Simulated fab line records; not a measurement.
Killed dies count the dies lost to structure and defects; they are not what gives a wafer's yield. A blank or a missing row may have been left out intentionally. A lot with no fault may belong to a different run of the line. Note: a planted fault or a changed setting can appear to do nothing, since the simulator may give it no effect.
Problem report, 8D (eight disciplines) form, completed by code ; flow nand-harc ; the parts of the form that need people (team, actions taken, sign-off) are left out

== 1. WHAT IS WRONG ==
At NHARC_A_ONON_D1_THK_MEAS_02, thk-nm averages 1293 nm over 6 wafers from 2 lots, while fault-free wafers read 1002 nm, standard deviation 9. That is +32 standard deviations from the usual mean.
The step: measures by ellipsometry.
The first sign was on wafer L309.1 at day 10 05:54, on film-metro-02. The record holds 36 wafers of 12 lots with a number at this step. Rule for "out", or "out of limits": more than 4 standard deviations from the usual mean. Any other wafer with a number is counted as sound.

== 2. WHAT IT IS, AND WHAT IT ISN'T ==
question;is;is not
which readings at this step;thk-nm;-
which lots;L309, L312;L299, L300, L301, L302, L304, L314, L318, L319, L320, L322
which wafers of those lots;all that have a number;-
read on which gauges;film-metro-02;film-metro-01
when;from day 10 05:54;"up to then (15 sound wafers); but 15 sound wafers of L314, L318, L319, L320, L322 came after"

== 3. THE SUSPECTS, EACH WITH WHAT RULES IT OUT ==
Counting: a tool stays on the suspect list if, at a process step up to the reading, it processed all lots that are out and no sound lot following the first of them.
- the gauge at NHARC_A_ONON_D1_THK_MEAS_02: kept. All the wafers that are out were read on film-metro-02, and no step on other tools shows them out.
- pecvd-onon-03 at NHARC_A_ONON_D1_DEP_00 (target thk 1000 nm): kept. It processed each lot that is out, first L309 at day 10 05:23, and no sound lot thereafter; up to then, the last sound lot it processed was L302 at day 8 06:46.
What counting leaves: pecvd-onon-03 at NHARC_A_ONON_D1_DEP_00 and film-metro-02 at NHARC_A_ONON_D1_THK_MEAS_02.

== 4. THE CAUSE (what the simulator had put in) ==
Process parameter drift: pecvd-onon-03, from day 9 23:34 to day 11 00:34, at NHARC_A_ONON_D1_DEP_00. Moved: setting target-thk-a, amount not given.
Counting left 2 suspects, and this tool is among them.

== 5. SEQUENCE OF EFFECTS, ordered by route ==
One row per reading whose mean, taken over the struck wafers that have a number, lies over 3 standard deviations from the usual. Only readings for which the record gives a usual standard deviation are gone through. hours: the time from each lot's start at the first step in this table that gives one to its start at this step, as a median over the lots. sigmas: the change in usual standard deviations.
hours;step;reading;usual;on struck wafers;change;sigmas
0;NHARC_A_ONON_D1_THK_MEAS_02;thk-nm;1002 nm;1293;+291;+32
At these later measuring or inspecting steps, every struck wafer for which the step has a row has a number for every such reading, and none has moved that far: NHARC_A_ONON_D1_THK_MEAS_27, NHARC_END_SORT_01.

== 6. WHAT WOULD HAVE CAUGHT IT SOONER ==
6 hours passed between the start of the fault at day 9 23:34 and the first reading out of limits at a measuring or inspecting step in this record, taken at day 10 05:54.
An alarm limit of 4 standard deviations would not have fired on the tool readings at NHARC_A_ONON_D1_DEP_00 for which the record gives a usual standard deviation, since none of them was out on any struck wafer.
Of the lots that are out (2), L312 began NHARC_A_ONON_D1_DEP_00 on pecvd-onon-03 after day 10 05:54. Putting the tool on hold at that point would have spared it.
